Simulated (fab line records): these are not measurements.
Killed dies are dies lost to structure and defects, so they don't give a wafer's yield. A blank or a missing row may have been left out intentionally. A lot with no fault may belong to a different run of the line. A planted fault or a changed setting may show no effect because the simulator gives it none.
fab line records	flow n5_finfet
record lots=9	wafers=26	last_day=19
route steps=1938 shown BEOL_M4@1111 BEOL_M13@1698 PASSIVATION@1936
lots untouched by any fault: they come from a run of this same line in which no faults occurred
start_h: start of the lot's first displayed wafer, in hours after the record's first day	wait_h: hours from the lot's prior step to this one	" as in the row above	L1.1+2: a row that stands for several wafers	- either no value or no given start	* or withheld: withheld	< > ~ a bound
route shown NAME@n: NAME is a module with steps in the file, n the number in the route of the first one	usual: the fault-free wafers' mean and standard deviation	same: alike in all rows	chamber/n: place in a boat	sites: per-site readings	_std_site: standard deviation across them	_edge_site: inner sites' mean taken away from outer sites' mean	radius_mm: how far each site lies from the wafer's centre	mask NAME#n: copy n	behind: the tool/chamber that last shaped the wafer	hold: cause of the lot's hold/its duration in hours/its outcome	device: which transistor (n, p or np) failed to switch	end of line: tests run on the same wafers once the route is complete	a step without rows: its recipe alone	killed: at the first sort, the dies lost to defects and structure; wafer yield is something else	map: a wafer's dies, x killed, . not, _ none there
set.NAME: the setting the step ran with; set.NAME@STEP: the setting that earlier step ran with	model.NAME: the simulator's own value behind a step, which no gauge read
a sample of lots followed through the steps of the route, with each step as a table and each wafer as a row
services: the hour from which a tool's chamber was out of use, counted from the record's first day as start_h (under 0 if before that day), plus the number of hours and why
## steps
# step N5_BEOL_M4_RC_MEAS_101
# usual DIBL_N=36.1/1.9	DIBL_P=36.1/2.4	IOFF_N=0.15/0.032	IOFF_P=0.21/0.036	ION_N=673/12	ION_P=463/7.6	SS_N=71.5/0.63	SS_P=73.1/0.65	VT_N=251/3.1	VT_P=-250/3.2
lot.wafer	tool	chamber	start_h	wait_h	DIBL_N[mV/V]	DIBL_P[mV/V]	IOFF_N[nA/um]	IOFF_P[nA/um]	ION_N[uA/um]	ION_P[uA/um]	SS_N[mV/dec]	SS_P[mV/dec]	VT_N[mV]	VT_P[mV]
L668.2	prober-02	0	222.24	0.2	40.9	42.8	0.23	0.29	690	468	72.8	75.1	246	-246
L668.3	"	0	"	"	39.8	41.1	0.23	0.26	686	462	72.7	74.3	245	-250
L668.6	"	0	"	"	40.4	41.4	0.22	0.25	673	460	72.8	74.4	247	-250
L673.1	prober-01	0	258.11	0.0	35.8	35.1	0.13	0.20	658	457	71.8	73.2	253	-253
L673.3	"	0	"	"	34.8	34.5	0.13	0.19	687	471	70.7	72.7	251	-251
L673.4	"	0	"	"	37.6	37.9	0.18	0.25	688	471	71.8	73.7	248	-247
L674.2	prober-02	0	262.43	0.2	39.6	39.8	0.20	0.28	697	482	72.4	73.5	247	-246
L674.5	"	0	"	"	38.0	37.3	0.16	0.22	693	468	71.1	72.6	249	-249
L674.6	"	0	"	"	36.0	36.4	0.13	0.22	665	466	70.8	73.5	252	-246
L676.2	prober-02	0	271.45	0.8	33.3	33.3	0.13	0.19	672	466	71.1	72.4	252	-249
L676.4	"	0	"	"	34.7	35.8	0.15	0.23	671	468	71.1	73.2	250	-249
L676.6	"	0	"	"	33.4	33.7	0.13	0.19	669	469	71.1	71.9	252	-247
L675.2	prober-01	0	273.70	0.2	38.1	37.7	0.19	0.24	679	469	71.9	73.9	249	-249
L675.4	"	0	"	"	35.9	36.9	0.16	0.24	682	470	71.2	73.8	248	-250
L675.6	"	0	"	"	35.0	35.5	0.14	0.21	672	464	71.2	73.4	251	-250
L677.1	prober-02	0	292.76	0.0	36.5	36.2	0.14	0.19	669	460	70.8	72.8	253	-250
L677.3	"	0	"	"	34.2	33.7	0.11	0.16	662	467	70.6	72.4	255	-251
L677.5	"	0	"	"	34.2	33.5	0.11	0.15	658	455	70.9	72.8	256	-254
L687.1	prober-01	0	344.28	0.0	35.9	36.1	0.15	0.22	673	465	71.6	73.0	250	-251
L687.5	"	0	"	"	35.8	36.2	0.14	0.22	662	459	71.3	73.4	253	-250
L688.2	prober-01	0	359.60	0.2	39.0	39.9	0.21	0.25	680	462	72.3	73.8	247	-249
L688.4	"	0	"	"	35.7	34.8	0.14	0.17	668	448	71.9	72.3	251	-253
L688.5	"	0	"	"	35.9	35.3	0.14	0.18	664	456	71.7	72.0	253	-253
L690.1	prober-01	0	361.95	0.0	36.0	38.2	0.16	0.22	676	464	71.4	73.3	253	-250
L690.2	"	0	"	"	36.3	37.8	0.16	0.20	672	458	72.0	73.1	254	-249
L690.3	"	0	"	"	37.1	38.4	0.18	0.22	672	462	72.2	73.3	252	-250
# step N5_BEOL_M13_OCD_MEAS_35
# usual trench_depth_nm=414/5.7
lot.wafer	tool	chamber	start_h	wait_h	trench_depth_nm
L668.2	ocd-02	-	298.36	0.0	411
L668.3	"	-	"	"	417
L668.6	"	-	"	"	414
L673.1	ocd-01	-	340.51	0.0	411
L673.3	"	-	"	"	427
L673.4	"	-	"	"	407
L674.2	ocd-01	-	341.78	0.0	411
L674.5	"	-	"	"	415
L674.6	"	-	"	"	412
L675.2	ocd-01	-	355.34	0.0	410
L675.4	"	-	"	"	416
L675.6	"	-	"	"	412
L676.2	ocd-01	-	359.11	0.0	414
L676.4	"	-	"	"	414
L676.6	"	-	"	"	416
L677.1	ocd-02	-	381.97	0.0	409
L677.3	"	-	"	"	424
L677.5	"	-	"	"	411
L687.1	ocd-01	-	420.90	0.0	413
L687.5	"	-	"	"	406
L688.2	ocd-01	-	428.23	0.0	411
L688.4	"	-	"	"	408
L688.5	"	-	"	"	411
L690.1	ocd-02	-	435.69	0.0	408
L690.2	"	-	"	"	427
L690.3	"	-	"	"	414
# step N5_BEOL_M13_STRIP_37
# recipe chemistry=N2/H2	power_w=1000	temp_c=250	h2_frac=0.65	overash_fraction=0.3	pressure_mtorr=withheld	n2_flow_sccm=1750	h2_flow_sccm=3250
# usual drypump_motor_current_A=5.7/0.55	heater_power_w=352/17	oes_product_au=0.783/0.012
lot.wafer	tool	chamber	start_h	wait_h	drypump_motor_current_A	heater_power_w	oes_product_au	rf_hours_counter_h
L668.2	plasma_asher-01	0	298.40	0.0	5.3	360	0.801	130
L668.3	"	0	"	"	5.4	350	0.768	-
L668.6	"	0	"	"	5.4	361	0.777	-
L673.1	plasma_asher-01	0	340.54	0.0	5.4	359	0.798	137
L673.3	"	0	"	"	5.3	353	0.786	-
L673.4	"	1	"	"	6.5	326	0.797	-
L674.2	plasma_asher-02	0	341.82	0.0	6.1	368	0.782	93
L674.5	"	1	"	"	5.1	361	0.773	-
L674.6	"	0	"	"	6.1	370	0.778	-
L675.2	plasma_asher-02	0	355.38	0.0	6.0	373	0.782	96
L675.4	"	0	"	"	6.0	373	0.787	-
L675.6	"	0	"	"	6.0	364	0.797	-
L676.2	plasma_asher-01	0	359.30	0.2	5.4	353	0.793	142
L676.4	"	1	"	"	6.5	323	0.775	-
L676.6	"	0	"	"	5.4	352	0.785	-
L677.1	plasma_asher-01	0	382.00	0.0	5.3	355	0.784	146
L677.3	"	0	"	"	5.3	344	0.782	-
L677.5	"	0	"	"	5.3	360	0.763	-
L687.1	plasma_asher-01	1	420.95	0.1	6.5	331	0.774	154
L687.5	"	1	"	"	6.5	326	0.789	-
L688.2	plasma_asher-02	0	428.27	0.0	6.0	365	0.789	111
L688.4	"	1	"	"	5.1	356	0.781	-
L688.5	"	1	"	"	5.1	364	0.761	-
L690.1	plasma_asher-01	1	435.73	0.0	6.5	321	0.795	157
L690.2	"	0	"	"	5.3	352	0.784	157
L690.3	"	1	"	"	6.5	325	0.797	-
# step N5_BEOL_M13_PRE_CLEAN_42
# recipe gas=H2/He	time_s=30	temp_c=250
# usual heater_power_w=328/20
lot.wafer	tool	chamber	start_h	wait_h	heater_power_w
L668.2	pvd_sputter-01	-	298.82	0.0	353
L668.3	"	-	"	"	314
L668.6	"	-	"	"	320
L673.1	pvd_sputter-01	-	340.92	0.0	314
L673.3	"	-	"	"	294
L673.4	"	-	"	"	349
L674.2	pvd_sputter-02	-	345.47	0.0	333
L674.5	"	-	"	"	340
L674.6	"	-	"	"	326
L675.2	pvd_sputter-02	-	358.88	0.0	343
L675.4	"	-	"	"	335
L675.6	"	-	"	"	351
L676.2	pvd_sputter-01	-	362.14	0.0	315
L676.4	"	-	"	"	355
L676.6	"	-	"	"	362
L677.1	pvd_sputter-02	-	384.93	0.0	322
L677.3	"	-	"	"	329
L677.5	"	-	"	"	323
L687.1	pvd_sputter-02	-	423.33	0.0	326
L687.5	"	-	"	"	328
L688.2	pvd_sputter-03	-	429.72	0.0	355
L688.4	"	-	"	"	327
L688.5	"	-	"	"	286
L690.1	pvd_sputter-02	-	436.31	0.0	334
L690.2	"	-	"	"	346
L690.3	"	-	"	"	315
# step N5_BEOL_M13_CMP_49
# recipe stop_on=SiOC	t_overpolish_s=17.1	down_force_psi=1	platen_rpm=50	clearing_platen_down_force_psi=1.5	clearing_platen_rpm=50	post_cmp_clean=cu_alkaline	target_thk_nm=420	clearing_platen_pad_velocity_m_s=0.99484	pad_velocity_m_s=0.99484
# usual barrier_field_endpoint_s=30.4/0.71	motor_current_A=5.9/0.64	overpolish_run_s=17.099/0.0094	platen_rpm=49.99/0.034
# same t_overpolish_s=17.1
lot.wafer	tool	chamber	start_h	wait_h	barrier_field_endpoint_s	motor_current_A	overpolish_run_s	platen_rpm
L668.3	cmp-02	2	299.64	0.2	31.0	6.6	17.105	49.99
L668.2	"	0	"	"	29.4	5.7	17.085	50.01
L668.6	"	2	"	"	30.6	6.8	17.079	49.99
L673.4	cmp-03	2	341.70	0.1	29.4	4.7	17.106	50.02
L673.3	"	3	"	"	29.6	5.4	17.111	49.97
L673.1	"	1	"	"	30.0	6.3	17.103	50.03
L674.2	cmp-02	2	346.30	0.2	30.7	6.4	17.095	50.00
L674.6	"	1	"	"	30.3	5.8	17.100	49.99
L674.5	"	2	"	"	30.3	6.9	17.098	50.01
L675.2	cmp-03	1	360.11	0.2	29.7	6.6	17.095	49.95
L675.4	"	3	"	"	29.9	5.5	17.101	49.96
L675.6	"	1	"	"	30.7	6.4	17.111	49.97
L676.4	cmp-03	3	362.91	0.1	29.3	5.3	17.088	50.05
L676.2	"	2	"	"	29.8	4.7	17.116	49.94
L676.6	"	3	"	"	29.0	5.5	17.103	50.00
L677.1	cmp-02	1	385.72	0.3	31.5	5.5	17.084	50.00
L677.3	"	3	"	"	30.6	5.7	17.095	49.94
L677.5	"	1	"	"	30.5	5.7	17.108	50.05
L687.1	cmp-02	3	424.19	0.3	30.8	5.9	17.101	50.03
L687.5	"	1	"	"	61.6	5.7	0.042	50.00
L688.2	cmp-01	3	430.56	0.2	30.8	5.8	17.081	49.99
L688.4	"	0	"	"	30.8	7.1	17.091	49.95
L688.5	"	3	"	"	30.7	5.7	17.096	49.97
L690.1	cmp-01	1	437.09	0.3	30.9	6.1	17.087	50.03
L690.2	"	2	"	"	30.3	6.4	17.097	50.01
L690.3	"	0	"	"	30.7	6.6	17.099	49.99
# step N5_BEOL_M13_THK_MEAS_50
# recipe thk_meas_gauge=xrf	reads=Cu_of_BEOL_M13_ECD_47
# usual M13_THK=420/7.1
lot.wafer	tool	chamber	start_h	wait_h	M13_THK[nm]
L668.2	film_metro-02	-	299.89	-	415
L668.3	"	-	"	"	425
L668.6	"	-	"	"	423
L673.1	film_metro-01	-	341.99	-	419
L673.3	"	-	"	"	435
L673.4	"	-	"	"	413
L674.2	film_metro-01	-	346.56	-	417
L674.5	"	-	"	"	419
L674.6	"	-	"	"	416
L675.2	film_metro-01	-	360.40	-	416
L675.4	"	-	"	"	422
L675.6	"	-	"	"	420
L676.2	film_metro-01	-	363.21	-	417
L676.4	"	-	"	"	421
L676.6	"	-	"	"	422
L677.1	film_metro-01	-	386.01	-	423
L677.3	"	-	"	"	439
L677.5	"	-	"	"	427
L687.1	film_metro-01	-	424.41	-	422
L687.5	"	-	"	"	787
L688.2	film_metro-02	-	430.82	-	415
L688.4	"	-	"	"	411
L688.5	"	-	"	"	413
L690.1	film_metro-02	-	437.38	-	414
L690.2	"	-	"	"	433
L690.3	"	-	"	"	420
# step N5_BEOL_M13_INSPECT_55
# recipe inspect_instrument=darkfield	mode=post_dep
# usual raw_defect_count=64/21
lot.wafer	tool	chamber	start_h	wait_h	raw_defect_count
L668.2	defect_inspect-01	-	300.05	0.0	84
L668.3	"	-	"	"	43
L668.6	"	-	"	"	60
L673.1	defect_inspect-01	-	342.14	0.0	64
L673.3	"	-	"	"	70
L673.4	"	-	"	"	103
L674.2	defect_inspect-01	-	346.71	0.0	60
L674.5	"	-	"	"	38
L674.6	"	-	"	"	69
L675.2	defect_inspect-01	-	360.56	0.0	58
L675.4	"	-	"	"	73
L675.6	"	-	"	"	70
L676.2	defect_inspect-02	-	363.36	0.0	38
L676.4	"	-	"	"	55
L676.6	"	-	"	"	66
L677.1	defect_inspect-01	-	386.20	0.0	50
L677.3	"	-	"	"	95
L677.5	"	-	"	"	51
L687.1	defect_inspect-01	-	424.56	0.0	72
L687.5	"	-	"	"	3069
L688.2	defect_inspect-02	-	430.98	0.0	30
L688.4	"	-	"	"	46
L688.5	"	-	"	"	95
L690.1	defect_inspect-01	-	437.54	0.0	62
L690.2	"	-	"	"	51
L690.3	"	-	"	"	68
# step N5_PASSIVATION_PROBE_49
# usual defect_limited_yield=91.4/1.2	killed_at_M0_to_M3=34/9.1	killed_at_M4_up=14/5.8	killed_at_contacts=13/6	killed_at_front_end=38/10	killed_at_other=3.2/2.7	killed_dies=102/14	killed_on_rim=13/3.6	killed_open=68/11	killed_short=32/7.2	sort_bin_5_function=5.1/0.83	sort_bin_6_memory=3.2/0.56	sort_n_pass=1078/14	sort_yield_pct=91.4/1.2
# same gross_dies=1180	killed_at_back_side=0	sort_bin_4_leakage[%]=0	sort_bin_8_speed[%]=0
lot.wafer	tool	chamber	start_h	wait_h	defect_limited_yield[%]	killed_at_M0_to_M3	killed_at_M4_up	killed_at_contacts	killed_at_front_end	killed_at_other	killed_dies	killed_on_rim	killed_open	killed_short	sort_bin_5_function[%]	sort_bin_6_memory[%]	sort_n_pass	sort_yield_pct[%]
L668.2	prober-01	-	325.68	0.1	90.3	38	25	18	31	2	114	10	89	25	5.6	4.0	1066	90.3
L668.3	prober-01	-	325.73	0.1	92.0	34	22	6	32	0	94	14	65	29	4.7	3.1	1086	92.0
L668.6	prober-01	-	325.88	0.3	92.0	26	12	19	34	3	94	11	72	21	4.4	3.4	1086	92.0
L673.1	prober-02	-	370.02	0.0	92.9	31	11	6	35	1	84	6	61	21	4.6	2.1	1096	92.9
L673.3	prober-02	-	370.12	0.1	91.1	43	10	21	31	0	105	13	63	42	5.3	3.1	1075	91.1
L673.4	prober-02	-	370.17	0.2	93.1	34	10	4	34	0	82	8	61	20	4.0	2.9	1098	93.1
L674.2	prober-01	-	375.25	0.1	92.5	44	2	20	17	5	88	9	62	24	4.2	3.0	1092	92.5
L674.5	prober-01	-	375.40	0.2	92.0	35	3	20	30	6	94	6	70	24	4.7	3.1	1086	92.0
L674.6	prober-01	-	375.45	0.3	92.9	27	5	22	26	4	84	8	61	22	3.6	3.1	1096	92.9
L675.2	prober-01	-	391.50	0.1	93.3	19	20	9	31	0	79	13	53	20	3.4	3.0	1101	93.3
L675.4	prober-01	-	391.60	0.2	93.7	19	13	21	20	1	74	9	52	17	3.4	2.7	1106	93.7
L675.6	prober-01	-	391.70	0.3	93.3	24	11	13	31	0	79	10	49	29	3.6	3.0	1101	93.3
L676.2	prober-02	-	397.21	0.1	89.3	50	14	14	46	2	126	16	79	45	5.8	4.4	1054	89.3
L676.4	prober-02	-	397.31	0.2	92.0	30	21	11	29	3	94	12	64	28	4.6	3.1	1086	92.0
L676.6	prober-02	-	397.41	0.3	89.7	32	14	22	47	6	121	14	82	36	6.4	3.6	1059	89.7
L677.1	prober-01	-	411.02	0.0	91.5	34	6	5	53	2	100	10	60	36	5.2	2.9	1080	91.5
L677.3	prober-01	-	411.12	0.1	91.3	54	15	7	26	1	103	12	68	34	4.9	3.6	1077	91.3
L677.5	prober-01	-	411.22	0.2	90.7	54	7	8	41	0	110	15	72	36	5.6	3.4	1070	90.7
L687.1	prober-02	-	450.42	0.0	91.4	30	12	15	37	7	101	18	58	43	5.5	2.8	1079	91.4
L687.5	prober-02	-	450.62	0.2	0	44	1090	10	34	2	1180	152	63	36	5.3	2.8	0	0
L688.2	prober-01	-	455.96	0.1	92.5	22	10	13	42	2	89	11	60	25	4.2	3.1	1091	92.5
L688.4	prober-01	-	456.06	0.2	92.1	36	6	4	45	2	93	11	56	31	4.2	2.9	1087	92.1
L688.5	prober-01	-	456.11	0.2	89.7	42	15	27	35	3	122	20	84	37	6.3	4.0	1058	89.7
L690.1	prober-01	-	464.55	0.0	89.8	32	16	10	62	0	120	20	81	33	5.9	3.6	1060	89.8
L690.2	prober-01	-	464.60	0.1	90.4	34	23	17	37	2	113	10	73	36	5.6	3.6	1067	90.4
L690.3	prober-01	-	464.65	0.1	90.1	37	14	12	50	4	117	17	94	19	6.2	3.5	1063	90.1
# killed by level:class
L668.2 BEOL_M2:geometric_particle:open=17 BEOL_M4:geometric_particle:open=16 MOL_CONTACT_COAG:geometric_particle:open=15 STI_FIN_REVEAL:geometric_particle:open=10 BEOL_M0_SAQP:geometric_particle:short=8 BEOL_M0_SAQP:geometric_particle:open=8 DUMMY_GATE:geometric_particle:open=7 GATE_CUT:geometric_particle:open=3
L668.3 BEOL_M2:geometric_particle:open=9 DUMMY_GATE:geometric_particle:open=8 BEOL_M4:geometric_particle:open=8 BEOL_M0_SAQP:geometric_particle:short=7 MOL_CONTACT_COAG:geometric_particle:open=6 FIN_SAQP:geometric_particle:open=5 BEOL_M0_SAQP:geometric_particle:open=5 BEOL_M3:geometric_particle:open=5
L668.6 MOL_CONTACT_COAG:geometric_particle:open=17 BEOL_M4:geometric_particle:open=9 FIN_SAQP:geometric_particle:open=8 STI_FIN_REVEAL:geometric_particle:open=8 BEOL_M3:geometric_particle:open=6 BEOL_M2:geometric_particle:open=5 DUMMY_GATE:geometric_particle:open=4 BEOL_M0_SAQP:geometric_particle:short=4
L673.1 BEOL_M3:geometric_particle:open=18 GATE_CUT:geometric_particle:short=7 BEOL_M4:geometric_particle:open=6 DUMMY_GATE:geometric_particle:open=5 MOL_CONTACT_COAG:geometric_particle:open=5 FIN_SAQP:geometric_particle:open=4 STI_FIN_REVEAL:geometric_particle:open=4 BEOL_M0_SAQP:geometric_particle:open=4
L673.3 MOL_CONTACT_COAG:geometric_particle:open=15 BEOL_M3:geometric_particle:open=15 FIN_SAQP:geometric_particle:open=9 BEOL_M0_SAQP:geometric_particle:short=8 BEOL_M2:geometric_particle:short=6 MOL_CONTACT_COAG:geometric_particle:short=6 FIN_SAQP:geometric_particle:short=5 BEOL_M0_SAQP:geometric_particle:open=5
L673.4 BEOL_M3:geometric_particle:open=11 BEOL_M0_SAQP:geometric_particle:open=10 FIN_SAQP:geometric_particle:open=9 BEOL_M0_SAQP:geometric_particle:short=6 BEOL_M4:geometric_particle:open=5 STARTING-WAFER:geometric_particle:short=5 MOL_CONTACT_COAG:geometric_particle:open=4 FIN_CUT:geometric_particle:open=3
L674.2 MOL_CONTACT_COAG:geometric_particle:open=18 BEOL_M0_SAQP:geometric_particle:open=13 BEOL_M3:geometric_particle:open=11 BEOL_M0_SAQP:geometric_particle:short=9 STI_FIN_REVEAL:geometric_particle:open=6 BEOL_M2:geometric_particle:short=4 GATE_CUT:geometric_particle:short=3 STARTING-WAFER:geometric_particle:open=3
L674.5 MOL_CONTACT_COAG:geometric_particle:open=15 FIN_SAQP:geometric_particle:open=12 BEOL_M0_SAQP:geometric_particle:open=7 BEOL_M0_SAQP:geometric_particle:short=6 BEOL_M3:geometric_particle:open=6 STI_FIN_REVEAL:geometric_particle:open=5 MOL_CONTACT_COAG:geometric_particle:short=5 BEOL_M0:geometric_particle:open=5
L674.6 MOL_CONTACT_COAG:geometric_particle:open=18 FIN_SAQP:geometric_particle:open=8 BEOL_M0_SAQP:geometric_particle:open=6 BEOL_M0_SAQP:geometric_particle:short=5 BEOL_M2:geometric_particle:open=5 STARTING-WAFER:geometric_particle:open=5 GATE_CUT:geometric_particle:short=4 MOL_CONTACT_COAG:geometric_particle:short=4
L675.2 MOL_CONTACT_COAG:geometric_particle:open=8 FIN_SAQP:geometric_particle:open=6 GATE_CUT:geometric_particle:short=5 STI_FIN_REVEAL:geometric_particle:open=4 DUMMY_GATE:geometric_particle:open=4 BEOL_M0_SAQP:geometric_particle:short=4 BEOL_M0:geometric_particle:open=4 BEOL_M4:geometric_particle:open=4
L675.4 MOL_CONTACT_COAG:geometric_particle:open=16 DUMMY_GATE:geometric_particle:open=7 FIN_SAQP:geometric_particle:open=5 MOL_CONTACT_COAG:geometric_particle:short=5 BEOL_M0_SAQP:geometric_particle:open=4 BEOL_M3:geometric_particle:open=4 BEOL_M1:geometric_particle:open=3 BEOL_M2:geometric_particle:open=3
L675.6 MOL_CONTACT_COAG:geometric_particle:open=10 BEOL_M4:geometric_particle:open=7 FIN_SAQP:geometric_particle:short=6 BEOL_M0_SAQP:geometric_particle:open=6 BEOL_M2:geometric_particle:open=6 GATE_CUT:geometric_particle:short=5 FIN_SAQP:geometric_particle:open=4 BEOL_M0_SAQP:geometric_particle:short=4
L676.2 STI_FIN_REVEAL:geometric_particle:open=22 BEOL_M0_SAQP:geometric_particle:short=16 MOL_CONTACT_COAG:geometric_particle:open=12 BEOL_M0_SAQP:geometric_particle:open=10 BEOL_M3:geometric_particle:open=8 FIN_SAQP:geometric_particle:short=7 BEOL_M2:geometric_particle:open=7 BEOL_M4:geometric_particle:open=5
L676.4 BEOL_M3:geometric_particle:open=14 BEOL_M4:geometric_particle:open=10 MOL_CONTACT_COAG:geometric_particle:open=8 STI_FIN_REVEAL:geometric_particle:open=7 FIN_SAQP:geometric_particle:short=4 GATE_CUT:geometric_particle:open=4 BEOL_M2:geometric_particle:open=4 BEOL_M4:geometric_particle:short=4
L676.6 MOL_CONTACT_COAG:geometric_particle:open=19 STI_FIN_REVEAL:geometric_particle:open=10 GATE_CUT:geometric_particle:short=7 BEOL_M0_SAQP:geometric_particle:short=7 BEOL_M2:geometric_particle:open=7 BEOL_M3:geometric_particle:open=6 BEOL_M4:geometric_particle:open=6 FIN_SAQP:geometric_particle:short=5
L677.1 FIN_SAQP:geometric_particle:open=21 BEOL_M2:geometric_particle:open=11 FIN_SAQP:geometric_particle:short=8 BEOL_M0_SAQP:geometric_particle:short=7 DUMMY_GATE:geometric_particle:open=5 GATE_CUT:geometric_particle:open=5 MOL_CONTACT_COAG:geometric_particle:open=5 GATE_CUT:geometric_particle:short=4
L677.3 BEOL_M0_SAQP:geometric_particle:short=14 BEOL_M3:geometric_particle:open=12 BEOL_M0_SAQP:geometric_particle:open=12 FIN_SAQP:geometric_particle:open=8 BEOL_M1:geometric_particle:open=7 MOL_CONTACT_COAG:geometric_particle:open=6 BEOL_M4:geometric_particle:open=6 FIN_SAQP:geometric_particle:short=4
L677.5 BEOL_M0_SAQP:geometric_particle:open=19 BEOL_M2:geometric_particle:open=12 BEOL_M0_SAQP:geometric_particle:short=11 FIN_SAQP:geometric_particle:short=7 STI_FIN_REVEAL:geometric_particle:open=7 MOL_CONTACT_COAG:geometric_particle:open=7 STARTING-WAFER:geometric_particle:short=6 FIN_SAQP:geometric_particle:open=5
L687.1 FIN_SAQP:geometric_particle:open=12 MOL_CONTACT_COAG:geometric_particle:open=11 FIN_SAQP:geometric_particle:short=10 BEOL_M0_SAQP:geometric_particle:open=8 BEOL_M0_SAQP:geometric_particle:short=6 BEOL_M4:geometric_particle:open=6 GATE_CUT:geometric_particle:short=5 BEOL_M0:geometric_particle:open=5
L687.5 BEOL_M13:area_cmp=1081 FIN_SAQP:geometric_particle:open=14 BEOL_M0_SAQP:geometric_particle:short=10 BEOL_M0_SAQP:geometric_particle:open=9 BEOL_M2:geometric_particle:open=7 FIN_SAQP:geometric_particle:short=6 DUMMY_GATE:geometric_particle:open=6 MOL_CONTACT_COAG:geometric_particle:open=5
L688.2 MOL_CONTACT_COAG:geometric_particle:open=12 FIN_SAQP:geometric_particle:open=9 STI_FIN_REVEAL:geometric_particle:open=7 ILD0:geometric_particle:short=6 BEOL_M3:geometric_particle:open=6 FIN_SAQP:geometric_particle:short=3 ILD0:geometric_particle:open=3 GATE_CUT:geometric_particle:short=3
L688.4 FIN_SAQP:geometric_particle:open=9 BEOL_M3:geometric_particle:open=8 BEOL_M2:geometric_particle:open=8 FIN_SAQP:geometric_particle:short=7 STI_FIN_REVEAL:geometric_particle:open=6 BEOL_M0_SAQP:geometric_particle:open=6 BEOL_M0_SAQP:geometric_particle:short=5 MOL_CONTACT_COAG:geometric_particle:open=4
L688.5 MOL_CONTACT_COAG:geometric_particle:open=22 BEOL_M0_SAQP:geometric_particle:open=11 BEOL_M0_SAQP:geometric_particle:short=10 BEOL_M4:geometric_particle:open=9 STI_FIN_REVEAL:geometric_particle:open=8 BEOL_M3:geometric_particle:open=8 GATE_CUT:geometric_particle:short=7 FIN_SAQP:geometric_particle:open=5
L690.1 STI_FIN_REVEAL:geometric_particle:open=25 BEOL_M0_SAQP:geometric_particle:short=11 MOL_CONTACT_COAG:geometric_particle:open=10 BEOL_M3:geometric_particle:open=9 FIN_SAQP:geometric_particle:open=7 DUMMY_GATE:geometric_particle:open=6 BEOL_M4:geometric_particle:open=6 STARTING-WAFER:geometric_particle:short=6
L690.2 MOL_CONTACT_COAG:geometric_particle:open=14 FIN_SAQP:geometric_particle:open=11 BEOL_M4:geometric_particle:open=11 BEOL_M3:geometric_particle:open=10 STI_FIN_REVEAL:geometric_particle:open=9 BEOL_M3:geometric_particle:short=9 FIN_SAQP:geometric_particle:short=6 BEOL_M4:geometric_particle:short=6
L690.3 STI_FIN_REVEAL:geometric_particle:open=28 BEOL_M0_SAQP:geometric_particle:open=12 MOL_CONTACT_COAG:geometric_particle:open=11 BEOL_M3:geometric_particle:open=10 BEOL_M2:geometric_particle:open=7 DUMMY_GATE:geometric_particle:open=6 BEOL_M4:geometric_particle:open=5 BEOL_M0_SAQP:geometric_particle:short=4
## services
tool	chamber	start_h	hours	kind
cmp-01	-	289.56	0.9	repair
cmp-03	-	290.16	1.7	repair
pvd_sputter-03	-	296.52	4.4	repair
cmp-02	-	300.80	4.0	pm
cmp-02	-	304.80	-	consumable_replace:conditioner
cmp-02	-	304.80	-	consumable_replace:pad
cmp-02	-	309.38	1.3	repair
pvd_sputter-02	-	313.19	18.0	repair
cmp-02	-	314.77	1.0	repair
cmp-01	-	330.42	4.0	pm
cmp-01	-	334.42	-	consumable_replace:conditioner
cmp-03	-	339.43	1.0	repair
pvd_sputter-01	-	352.24	1.7	repair
cmp-02	-	359.47	1.0	repair
cmp-02	-	362.22	2.2	repair
cmp-02	-	372.54	1.5	repair
cmp-01	-	373.41	0.7	repair
cmp-02	-	390.53	2.9	repair
pvd_sputter-01	-	394.70	27.2	repair
cmp-01	-	409.18	13.5	pm
cmp-03	-	409.57	6.5	pm
cmp-03	-	429.99	1.6	repair
cmp-01	-	434.36	1.0	repair
pvd_sputter-03	-	437.00	2.2	repair
## key
first_sign step=N5_BEOL_M13_CMP_49	reading=overpolish_run_s	direction=down	sigmas=99+	usual=17.099	struck=0.042
effect step=N5_BEOL_M13_CMP_49	reading=barrier_field_endpoint_s	direction=up	sigmas=44	usual=30.4	struck=61.6
effect step=N5_BEOL_M13_THK_MEAS_50	reading=M13_THK	direction=up	sigmas=51	usual=420	struck=787
effect step=N5_BEOL_M13_INSPECT_55	reading=raw_defect_count	direction=up	sigmas=99+	usual=64	struck=3069
effect step=N5_PASSIVATION_PROBE_49	reading=killed_at_M4_up	direction=up	sigmas=99+	usual=14	struck=1090
more_kills_born_at N5_BEOL_M13_CMP_49@cmp-02=1081
met_at N5_BEOL_M13_CMP_49
struck_lots L687
struck_wafers L687.5
later_rows_left_out L687.5
not_acting_at N5_BEOL_M13_OCD_MEAS_35,N5_BEOL_M13_STRIP_37,N5_BEOL_M13_PRE_CLEAN_42
onset_between 385.72 424.19
fault kind=process_parameter_drift	tool=cmp-02	chamber=-	onset_h=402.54	steps=N5_BEOL_M13_CMP_49	channel=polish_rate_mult	offset=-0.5	shape=step	end_h=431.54	scope=struck_wafers_only
# later_rows_left_out: the simulator's readings of these wafers behind a module that went badly wrong aren't trusted and aren't shown, but for the sort
